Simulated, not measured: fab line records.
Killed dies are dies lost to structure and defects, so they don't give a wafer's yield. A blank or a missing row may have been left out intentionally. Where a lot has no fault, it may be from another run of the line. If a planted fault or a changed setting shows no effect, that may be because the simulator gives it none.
Split-lot experiment / flow n5Finfet / 7 lots, 21 wafers read, on a route of 1938 steps

ABOUT THE SPLIT
At N5_BEOL_M3_ILD_DEP_00 (deposits SiOC from DEMS/O2, target thk 79 nm, time 15.3 s), the setting timeS was moved away from the recipe's 15.3 s on 9 of the 21 wafers read, by -13.6% to +5.6%. The other wafers ran this setting at the recipe's value.

The file shows no step between the split and the reading.

THE READING
At N5_BEOL_M3_THK_MEAS_01: M3_ILD_THK, given in nm. On this fab line, fault-free wafers typically give 79.2 nm with a standard deviation of 1 nm.

wafer=L075.4; tool, chamber at the split=pecvd-04, 0; timeS as run, s=16.16; against the recipe=+5.6%; M3_ILD_THK, nm=83.9; against lot-mates on the recipe=+3.6
wafer=L075.5; tool, chamber at the split=pecvd-04, 1; timeS as run, s=15.3; against the recipe=recipe; M3_ILD_THK, nm=80.1; against lot-mates on the recipe=-
wafer=L075.6; tool, chamber at the split=pecvd-04, 2; timeS as run, s=15.3; against the recipe=recipe; M3_ILD_THK, nm=80.6; against lot-mates on the recipe=-
wafer=L079.2; tool, chamber at the split=pecvd-02, 1; timeS as run, s=15.3; against the recipe=recipe; M3_ILD_THK, nm=78.2; against lot-mates on the recipe=-
wafer=L079.3; tool, chamber at the split=pecvd-02, 2; timeS as run, s=14.25; against the recipe=-6.9%; M3_ILD_THK, nm=72.9; against lot-mates on the recipe=-6.2
wafer=L079.4; tool, chamber at the split=pecvd-02, 1; timeS as run, s=15.3; against the recipe=recipe; M3_ILD_THK, nm=79.9; against lot-mates on the recipe=-
wafer=L083.3; tool, chamber at the split=pecvd-02, 1; timeS as run, s=16.02; against the recipe=+4.7%; M3_ILD_THK, nm=82.6; against lot-mates on the recipe=+3.3
wafer=L083.5; tool, chamber at the split=pecvd-02, 1; timeS as run, s=16.02; against the recipe=+4.7%; M3_ILD_THK, nm=82.8; against lot-mates on the recipe=+3.5
wafer=L083.6; tool, chamber at the split=pecvd-02, 0; timeS as run, s=15.3; against the recipe=recipe; M3_ILD_THK, nm=79.3; against lot-mates on the recipe=-
wafer=L082.1; tool, chamber at the split=pecvd-03, 1; timeS as run, s=13.65; against the recipe=-10.8%; M3_ILD_THK, nm=68.9; against lot-mates on the recipe=-10.0
wafer=L082.3; tool, chamber at the split=pecvd-03, 2; timeS as run, s=13.65; against the recipe=-10.8%; M3_ILD_THK, nm=69.9; against lot-mates on the recipe=-9.0
wafer=L082.4; tool, chamber at the split=pecvd-03, 2; timeS as run, s=15.3; against the recipe=recipe; M3_ILD_THK, nm=78.9; against lot-mates on the recipe=-
wafer=L086.1; tool, chamber at the split=pecvd-03, 0; timeS as run, s=15.3; against the recipe=recipe; M3_ILD_THK, nm=77.8; against lot-mates on the recipe=-
wafer=L086.3; tool, chamber at the split=pecvd-03, 2; timeS as run, s=15.3; against the recipe=recipe; M3_ILD_THK, nm=78.2; against lot-mates on the recipe=-
wafer=L086.5; tool, chamber at the split=pecvd-03, 2; timeS as run, s=15.3; against the recipe=recipe; M3_ILD_THK, nm=79.2; against lot-mates on the recipe=-
wafer=L092.1; tool, chamber at the split=pecvd-03, 0,1; timeS as run, s=13.22; against the recipe=-13.6%; M3_ILD_THK, nm=68.6; against lot-mates on the recipe=-11.9
wafer=L092.3; tool, chamber at the split=pecvd-03, 0,1; timeS as run, s=13.22; against the recipe=-13.6%; M3_ILD_THK, nm=68.7; against lot-mates on the recipe=-11.8
wafer=L092.4; tool, chamber at the split=pecvd-03, 0; timeS as run, s=15.3; against the recipe=recipe; M3_ILD_THK, nm=80.5; against lot-mates on the recipe=-
wafer=L094.1; tool, chamber at the split=pecvd-04, 1; timeS as run, s=15.3; against the recipe=recipe; M3_ILD_THK, nm=78.8; against lot-mates on the recipe=-
wafer=L094.4; tool, chamber at the split=pecvd-04, 2; timeS as run, s=15.99; against the recipe=+4.5%; M3_ILD_THK, nm=82.7; against lot-mates on the recipe=+3.4
wafer=L094.6; tool, chamber at the split=pecvd-04, 0; timeS as run, s=15.3; against the recipe=recipe; M3_ILD_THK, nm=79.9; against lot-mates on the recipe=-
When a row names more than one chamber, that row covers several wafers, and the file does not tell which wafer ran in which chamber.

THE FIT
A straight line over all 21 wafers: M3_ILD_THK changes by +0.825 nm for each +1% of timeS; r = +0.99; the points scatter about the line by 0.84 nm.
The same after taking each lot's own level away (the mean of its wafers on the recipe; 21 wafers): +0.843 nm for each +1%; r = +0.99; scatter 0.55 nm.
The reading moves by 11 nm for the largest change in timeS, on that fit.
From 78.40 to 80.50 nm: that is the span of the lots' own levels, equal to 2.1 times the standard deviation above.
The two slopes are in agreement: the lot-to-lot level therefore moves the slope only a little.
Check: with one of the wafers moved furthest among these (-13.6%) left out of the fit, the line predicts -11.6 nm for it against its lot-mates. Against them it came out at -11.9 nm.

THESE WAFERS: OTHER SPLITS
Other splits were also applied to these wafers ahead of the reading. Each is held against what the fit with the lots' levels taken away leaves over:
other split on the same wafers=N5_BEOL_M2_COAT_62 spinRpm; wafers away from the commonest value=8; r with M3_ILD_THK (lot level and that fit taken away)=+0.12
other split on the same wafers=N5_BEOL_M2_ALD_98 aldCycles; wafers away from the commonest value=6; r with M3_ILD_THK (lot level and that fit taken away)=+0.10
other split on the same wafers=N5_BEOL_M2_VIA_ETCH_34 timeS; wafers away from the commonest value=5; r with M3_ILD_THK (lot level and that fit taken away)=+0.15

THE WHOLE CHAIN: every reading that the file lists as answering this split, in the file's order
step=N5_BEOL_M3_ILD_DEP_00; what it does=deposits SiOC from DEMS/O2, target thk 79 nm, time 15.3 s; reading=SiOC_of_BEOL_M3_ILD_DEP_00.thkNm (the simulator's own value, which no gauge read); change (the file's fit)=+0.842 nm for each +1% of the setting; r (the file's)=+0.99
step=N5_BEOL_M3_THK_MEAS_01; what it does=; reading=M3_ILD_THK; change (the file's fit)=+0.844 for each +1% of the setting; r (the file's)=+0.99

FILE'S OWN FIT
M3_ILD_THK changes by +0.844 nm for each +1% of timeS, r = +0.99.
